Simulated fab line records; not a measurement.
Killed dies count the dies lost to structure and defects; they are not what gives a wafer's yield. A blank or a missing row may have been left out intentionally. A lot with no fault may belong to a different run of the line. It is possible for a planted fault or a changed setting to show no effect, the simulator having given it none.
Chamber matching -- flow nandHarc -- cmp-02 running NHARC_P_M2_CMP_23: 4 sister chambers
The step polishes, t overpolish 20 s, target thk 144.3 nm. 8 wafers are shown with their chamber, then 8 later ones without.

== WAFERS, EACH WITH ITS CHAMBER ==
wafer,chamber,motorCurrentA (A),timeToEndpointS (s)
L079.4,0,12.6,25.6
L083.2,3,11.0,27.3
L083.4,2,14.0,28.6
L083.5,1,11.4,29.3
L085.2,2,13.9,26.0
L085.3,0,12.5,26.3
L085.4,1,11.1,26.7
L088.3,3,11.2,28.4

== WAFERS WITHOUT THEIR CHAMBER ==
wafer,motorCurrentA (A),timeToEndpointS (s)
L088.4,12.6,27.4
L088.6,14.0,28.9
L090.2,10.6,26.6
L090.3,12.0,28.0
L090.5,11.5,30.4
L091.3,11.5,26.8
L091.4,12.3,23.7
L091.6,11.5,24.3

== EACH ONE'S CHAMBER ==
wafer,from the rows above,in truth
L088.4,0,0
L088.6,2,2
L090.2,can't be placed: 3 or 1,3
L090.3,can't be placed: 0 or 1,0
L090.5,can't be placed: 1 or 3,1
L091.3,can't be placed: 1 or 3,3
L091.4,0,0
L091.6,can't be placed: 1 or 3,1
Correct placement for 3 of the 8. These rows do not allow placing 5 (true chamber among the candidates in 5). Wrongly placed: 0.
How it was worked out, from the rows above alone: a wafer's distance from a chamber is the root of the sum, over the readings, of the square of ((its reading less the chamber's mean) divided by the reading's scatter). If the next closest chamber is less than 2 further off than the closest, the wafer can't be placed; otherwise it belongs to the closest. A chamber's mean is the mean of its shown wafers. The scatter: the root of (the sum of the squares of (reading less its chamber's mean) over the shown wafers, divided by (wafers less chambers)).
